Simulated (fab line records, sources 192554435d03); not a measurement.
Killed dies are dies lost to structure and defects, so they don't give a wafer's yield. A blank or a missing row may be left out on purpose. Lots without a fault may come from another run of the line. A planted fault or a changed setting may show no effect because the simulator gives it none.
fab line records | flow n5_finfet
record lots=4 wafers=12 last_day=18
route steps=1938 shown HKMG_FIN@456 GATE_CUT@465 PASSIVATION@1936
lots that met no fault: from a run of the same line without faults
start_h: hours from the record's first day to the start of the lot's first wafer shown | wait_h: hours since the lot's step before | " the same as in the row above | L1.1+2: a row that stands for several wafers | - no value, or no start given | * or withheld: withheld | < > ~ a bound
route shown NAME@n: a module of which the file shows steps, and the number in the route of the first | usual: mean/standard deviation of fault-free wafers | same: alike in all rows | chamber/n: place in a boat | sites: the reading at each site | _std_site: their standard deviation | _edge_site: outer sites' mean less inner sites' | radius_mm: how far each site lies from the wafer's centre | mask NAME#n: copy n | behind: the tool/chamber that last shaped the wafer | hold: why the lot was held/for how many hours/how that ended | device: the transistor (n, p or np) that didn't switch | end of line: the same wafers' tests at the end of the route | a step without rows: its recipe alone | killed: dies lost to structure and defects at the first sort, not the wafer's yield | map: a wafer's dies, x killed, . not, _ none there
set.NAME: the setting as run; set.NAME@STEP: as run at that earlier step | model.NAME: the simulator's own value behind a step, which no gauge read
lots at some steps of the route; a table a step, a row a wafer
## steps
# step N5_HKMG_FIN_ALD_21
# recipe material=TiN target_thk_a=15 temp_c=400 ald_precursor_family=TiCl4 ald_co_reactant=NH3 pulse_time_s=1 purge_time_s=3 co_reactant_purge_time_s=2 co_reactant_pulse_time_s=2 ald_cycles=68 pressure_torr=3
# step N5_HKMG_FIN_ALD_72
# recipe material=W target_thk_a=20 temp_c=300 pressure_torr=7.5 ald_precursor_family=WF6 ald_co_reactant=B2H6 pulse_time_s=1 purge_time_s=2 co_reactant_purge_time_s=2 co_reactant_pulse_time_s=3 ald_cycles=7
# step N5_HKMG_FIN_W_FILL_22
# recipe material=W target_thk_a=600 temp_c=400 pressure_torr=39.4 time_s=18.2
# step N5_HKMG_FIN_PRECLEAN_83
# recipe chemistry=DIW time_s=57.5 temp_c=23
# step N5_HKMG_FIN_SRD_84
# recipe dry_time_s=32 dry=n2_spin spin_rpm=1500
# step N5_HKMG_FIN_CMP_23
# recipe stop_on=SiNx t_overpolish_s=10 post_cmp_clean=rinse_only down_force_psi=4 platen_rpm=50.289 pad_velocity_m_s=1.0006 target_thk_nm=46.326
# step N5_HKMG_FIN_CMP_94
# recipe stop_on=SiNx post_cmp_clean=w_dilute_nh4oh t_overpolish_s=4.7 down_force_psi=4 platen_rpm=50.289 pad_velocity_m_s=1.0006 target_thk_nm=43.299
# step N5_GATE_CUT_ETCHBACK_00
# recipe chemistry=SF6/Cl2 target=W pressure_mtorr=8 icp_w=900 bias_w=80 SF6_flow_sccm=40 Cl2_flow_sccm=60
# step N5_GATE_CUT_ETCH_56
# recipe chemistry=Cl2/Ar target=TiN target_depth_a=216 pressure_mtorr=10 icp_w=600 bias_w=60 Cl2_flow_sccm=40 Ar_flow_sccm=60
# step N5_GATE_CUT_ETCHBACK_30
# recipe chemistry=Cl2/Ar target=TiN target_depth_a=30 mode=isotropic pressure_mtorr=10 icp_w=600 bias_w=60 Cl2_flow_sccm=40 Ar_flow_sccm=60
# step N5_GATE_CUT_VAPOR_ETCH_60
# recipe chemistry=BCl3/Cl2 target=HfO2 mode=isotropic
# usual drypump_motor_current_A=5.4/0.61 he_backside_leak_sccm=3.49/0.24 oes_product_au=0.75/0.075
# columns lot.wafer tool chamber start_h wait_h drypump_motor_current_A he_backside_leak_sccm oes_product_au
L889.3 rie_metal-02 0 93.17 0.0 5.8 3.59 0.62
L889.4 " 1 " " 4.7 3.56 0.77
L889.5 " 0 " " 5.8 3.56 0.62
L894.1 rie_metal-01 0 125.77 0.0 6.2 3.68 0.74
L894.2 " 1 " " 4.9 3.50 0.83
L894.5 " 0 " " 6.3 3.82 0.74
L902.3 rie_metal-02 1 169.33 0.0 4.7 3.72 0.74
L902.4 " 0 " " 5.8 3.59 0.61
L902.5 " 1 " " 4.7 3.80 0.74
L907.2 rie_metal-02 1 200.25 0.0 4.7 3.61 0.74
L907.4 " 0 " " 5.8 3.56 0.61
L907.6 " 1 " " 4.7 3.66 0.74
# step N5_GATE_CUT_ETCH_58
# recipe chemistry=CH3F/O2 target=SiNx target_depth_a=170 time_s=128.6 ion_energy_ev=50 pressure_mtorr=30 source_w=415 bias_w=21 Ar_flow_sccm=150 CH3F_flow_sccm=30 O2_flow_sccm=20
# step N5_GATE_CUT_STRIP_59
# recipe chemistry=N2/H2 time_s=20 power_w=100 temp_c=40 pressure_mtorr=100 rf_frequency_hz=6e+07 bias_power_w=3 n2_flow_sccm=300 h2_flow_sccm=300
# step N5_GATE_CUT_PRECLEAN_31
# recipe temp_c=23 chemistry=DIW time_s=300
# step N5_GATE_CUT_SRD_32
# recipe time_s=30 temp_c=23 rinse_liquid=diw dry=ipa_marangoni
# step N5_GATE_CUT_SAC_CAP_01
# recipe material=SiNx target_thk_a=240 temp_c=400 ald_precursor_family=SiH2I2 ald_co_reactant=N2/H2-plasma pulse_time_s=1 ald_cycles=480 purge_time_s=2 co_reactant_purge_time_s=2 pressure_torr=2
# step N5_GATE_CUT_PECVD_57
# recipe material=SiNx target_thk_a=210 temp_c=400 precursor=SiH4/NH3/N2 pressure_torr=1.5 rf_w=300
# step N5_GATE_CUT_CMP_02
# recipe stop_on=SiO2 t_overpolish_s=12.7 post_cmp_clean=alkaline_brush down_force_psi=2.5 platen_rpm=51.8 pad_velocity_m_s=1.0307 target_thk_nm=0
# step N5_GATE_CUT_HM_DEP_46
# recipe material=SiO2 target_thk_a=1300 temp_c=400 precursor=TEOS/O2 pressure_torr=6.5 rf_w=900 teos_flow_sccm=161.4 gas=O2 flow_sccm=2650 time_s=26.6
# step N5_GATE_CUT_COAT_34
# recipe resist=SOC temp_c=250 time_s=60 spin_rpm=1500 resist_thk_nm=60
# step N5_GATE_CUT_COAT_35
# recipe resist=SiARC temp_c=220 time_s=60 spin_rpm=1500 resist_thk_nm=10
# step N5_GATE_CUT_COAT_27
# recipe resist=underlayer temp_c=205 time_s=60 spin_rpm=1500 resist_thk_nm=10
# step N5_GATE_CUT_COAT_07
# recipe resist=CAR-EUV spin_rpm=1500 resist_thk_nm=30
# step N5_GATE_CUT_EBR_09
# recipe solvent=PGMEA ebr_width_mm=1.5
# step N5_GATE_CUT_SOFTBAKE_08
# recipe temp_c=110 time_s=60 resist=CAR-EUV
# step N5_GATE_CUT_EXPOSE_10
# recipe mask_id=GATE_CUT na=0.33 source_shape=annular sigma_inner=0.35 sigma_outer=0.8 polarization=unpolarized target_cd_nm=20 dose_mj=43.25
# step N5_GATE_CUT_PEB_11
# recipe peb_temp_c=100 peb_time_s=60 resist=CAR-EUV
# step N5_GATE_CUT_DEVELOP_12
# recipe develop_time_s=30 developer=TMAH resist=CAR-EUV rinse_liquid=surfactant_rinse dry=air_spin dev_temp_c=23
# step N5_GATE_CUT_DESCUM_18
# recipe chemistry=O2 time_s=7 source_power_w=50 bias_power_w=20 pressure_mtorr=20 rf_frequency_hz=2.712e+07 temp_c=40 resist=CAR-EUV o2_flow_sccm=225
# step N5_GATE_CUT_ETCH_28
# recipe chemistry=N2/H2 target=underlayer target_depth_a=130 mask_material=CAR-EUV time_s=10.4 ion_energy_ev=200 pressure_mtorr=30 source_w=840 bias_w=150 n2_flow_sccm=200 h2_flow_sccm=200 ends=cleared
# step N5_GATE_CUT_ETCH_36
# recipe chemistry=CF4 target=SiARC target_depth_a=130 mask_material=CAR-EUV time_s=21.7 ion_energy_ev=80 pressure_mtorr=40 source_w=545 bias_w=36 Ar_flow_sccm=100 cf4_flow_sccm=100 ends=cleared
# step N5_GATE_CUT_ETCH_37
# recipe chemistry=N2/H2 target=SOC target_depth_a=600 overetch_a=120 mask_material=SiARC temp_c=40 time_s=90 ion_energy_ev=200 pressure_mtorr=30 source_w=840 bias_w=150 n2_flow_sccm=200 h2_flow_sccm=200
# step N5_GATE_CUT_STRIP_38
# recipe chemistry=N2/H2 temp_c=40 n2_flow_sccm=200 h2_flow_sccm=200 rf_frequency_hz=6e+07
# step N5_GATE_CUT_STRIP_39
# recipe chemistry=N2/H2 temp_c=40 n2_flow_sccm=200 h2_flow_sccm=200 rf_frequency_hz=6e+07
# step N5_GATE_CUT_HM_OPEN_40
# recipe chemistry=C4F6/O2 target=SiO2 mask_material=SiARC target_depth_a=1390 time_s=85.1 ion_energy_ev=250 pressure_mtorr=30 source_w=345 bias_w=185 Ar_flow_sccm=300 C4F6_flow_sccm=10 O2_flow_sccm=10 ends=cleared
# step N5_GATE_CUT_STRIP_41
# recipe chemistry=CF4 resist=SiARC power_w=300 bias_power_w=75 pressure_mtorr=50 cf4_flow_sccm=150 rf_frequency_hz=6e+07
# step N5_PASSIVATION_PROBE_49
# usual killed_at_M0_to_M3=34/11 killed_at_M4_up=14/5.6 killed_at_contacts=13/5.9 killed_at_front_end=40/11 killed_at_other=4/3.1 killed_dies=105/16 killed_on_rim=14/4.2 killed_open=68/11 killed_short=34/8.4
# same gross_dies=1180 killed_at_back_side=0
# columns lot.wafer tool chamber start_h wait_h killed_at_M0_to_M3 killed_at_M4_up killed_at_contacts killed_at_front_end killed_at_other killed_dies killed_on_rim killed_open killed_short
L902.3 prober-02 - 381.57 0.1 29 12 11 151 0 203 23 52 19
L902.4 prober-02 - 381.62 0.2 44 15 12 117 1 189 33 75 30
L902.5 prober-02 - 381.67 0.2 13 15 10 158 2 198 17 50 24
L907.2 prober-02 - 429.68 1.3 27 13 21 178 0 239 34 69 35
L907.4 prober-02 - 429.78 1.4 24 7 16 116 1 164 27 61 30
L907.6 prober-02 - 429.88 1.5 14 15 4 171 0 204 15 48 22
# killed by level:class
L902.3 GATE_CUT:unspecified=131 STI_FIN_REVEAL:geometric_particle:open=9 MOL_CONTACT_COAG:geometric_particle:open=9 BEOL_M0_SAQP:geometric_particle:short=7 BEOL_M4:geometric_particle:open=6 BEOL_M0_SAQP:geometric_particle:open=5 BEOL_M1:geometric_particle:open=5 FIN_SAQP:geometric_particle:open=4
L902.4 GATE_CUT:unspecified=76 BEOL_M0_SAQP:geometric_particle:short=12 FIN_SAQP:geometric_particle:open=11 STI_FIN_REVEAL:geometric_particle:open=10 MOL_CONTACT_COAG:geometric_particle:open=9 BEOL_M0_SAQP:geometric_particle:open=8 BEOL_M2:geometric_particle:open=8 BEOL_M5:geometric_particle:open=7
L902.5 GATE_CUT:unspecified=120 STI_FIN_REVEAL:geometric_particle:open=10 FIN_SAQP:geometric_particle:open=9 MOL_CONTACT_COAG:geometric_particle:open=9 BEOL_M4:geometric_particle:open=7 FIN_SAQP:geometric_particle:short=5 STARTING-WAFER:geometric_particle:short=5 BEOL_M0_SAQP:geometric_particle:short=4
L907.2 GATE_CUT:unspecified=130 MOL_CONTACT_COAG:geometric_particle:open=15 FIN_SAQP:geometric_particle:open=12 BEOL_M1:geometric_particle:open=8 GATE_CUT:geometric_particle:short=7 DUMMY_GATE:geometric_particle:open=6 MOL_CONTACT_COAG:geometric_particle:short=6 BEOL_M2:geometric_particle:open=6
L907.4 GATE_CUT:unspecified=73 MOL_CONTACT_COAG:geometric_particle:open=14 FIN_SAQP:geometric_particle:open=8 BEOL_M0_SAQP:geometric_particle:short=7 FIN_SAQP:geometric_particle:short=6 BEOL_M2:geometric_particle:open=6 STI_FIN_REVEAL:geometric_particle:open=5 SPACER0:geometric_particle:open=4
L907.6 GATE_CUT:unspecified=131 FIN_SAQP:geometric_particle:open=12 FIN_SAQP:geometric_particle:short=6 BEOL_M3:geometric_particle:open=6 DUMMY_GATE:geometric_particle:open=5 BEOL_M4:geometric_particle:open=5 STI_FIN_REVEAL:geometric_particle:open=4 BEOL_M4:geometric_particle:short=4
# map L902.3 (x killed, . not)
_________________.......xx...________________
______________............x....._____________
___________............x...........__________
__________x..........x........x..xx._________
________.x..............x............._______
_______.x.......x...............x......______
______..............................x..._____
_____...x.x...x.....................x....____
____xxxxxxxxxx....x.......................___
___xxxxxxxxxx.x.......x...........x........__
___xxxxxxxxxxx.x..x................x.......__
__.xxxxxxxxxxx..x..........................._
__xxxxxxxxxxxxx.x....x...................x.._
_x.xxxxxxxxxxxxx............................x
_.xxxxxxxxxxxxxxx..x..................x.xx...
_x.xxxxxxxxxxxx.x......................x.....
_xxxxxxxxxxxxx.x............................x
_.x.xxxxxxxxx.......x..........x........x....
_...xxx..xxx....x...........x.....x.x...x....
_......x.x....x.......x....x......x..........
_.x.....x..............x.....................
__.............................xx.........x._
__.x.....x......x..........................._
___............x...x.....................x.__
___x.......x...........x...................__
____......................................___
_____........................x...........____
______........x.....................x..._____
_______....................x..........x______
________.............................._______
__________...........x.......x......_________
___________.................x......__________
______________.................._____________
_________________....x.......________________
# map L907.2 (x killed, . not)
_________________..........xx________________
______________....x..........x.._____________
___________...x.....x........x.....__________
__________.............x............_________
________....................x...x....._______
_______..............x.................______
______.x........x..x.......x............_____
_____x..xx.....x.....x...x...............____
____xxx.xxx.x.....xx................x...x.___
___.xxxxxxx.xxx............x...............__
___.xxxxxxxxxxx.......................x....__
__xxxxxxxxxxxxxxx.................x..xx..x.._
__xxxxxxxxxxx.xx.x............x..x.........._
_.xxxxxxxxxxxxxxx..................x..x.....x
_xxxxxxxxxxxxx.....x......x........x......x..
_xxxxxxxxxxxxxxx..............x...x........x.
_x..xxxxxxxxxxx.x..x...........x.x.x..x....x.
_xxxx.xxxxxxx.x........................xx....
_......xxx.xxx......x.................x.....x
_..x.......x.....x................x.........x
_.x.x.x........x.............x...............
__....xx.....xx.............x..........x...._
__xx..........x..x.............x.........x.._
___.......x.........x.........x............__
___.....................xx.x.....x.........__
____..........x..................x........___
_____x...x...x.........................x.____
______......x..........x..............x._____
_______......x....xx.............x...x.______
________.....x........................_______
__________x......xx..x......x......._________
___________......................x.__________
______________.x...............x_____________
_________________.......xx...________________
## key
first_sign step=N5_PASSIVATION_PROBE_49 reading=killed_at_front_end direction=up sigmas=9.8 usual=40 struck=148
effect step=N5_PASSIVATION_PROBE_49 reading=killed_dies direction=up sigmas=5.8 usual=105 struck=200
more_kills_born_at N5_GATE_CUT_VAPOR_ETCH_60@rie_metal-02=661
met_at N5_GATE_CUT_VAPOR_ETCH_60
struck_wafers L902.3,L902.4,L902.5,L907.2,L907.4,L907.6
tester_left_out L902,L907
onset_between 93.17 169.33
also_fits time
fault kind=chamber_particle_source tool=rie_metal-02 chamber=- onset_h=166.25 steps=N5_GATE_CUT_VAPOR_ETCH_60 rate_per_visit_cm2=1.2176 end_h=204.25
# tester_left_out: of these lots the tester's yield and bins aren't shown, on N5 and GAA mostly nor the transistor test; their killed dies are dies lost to structure and defects alone, not to doping, threshold or leakage, so they don't give the yield
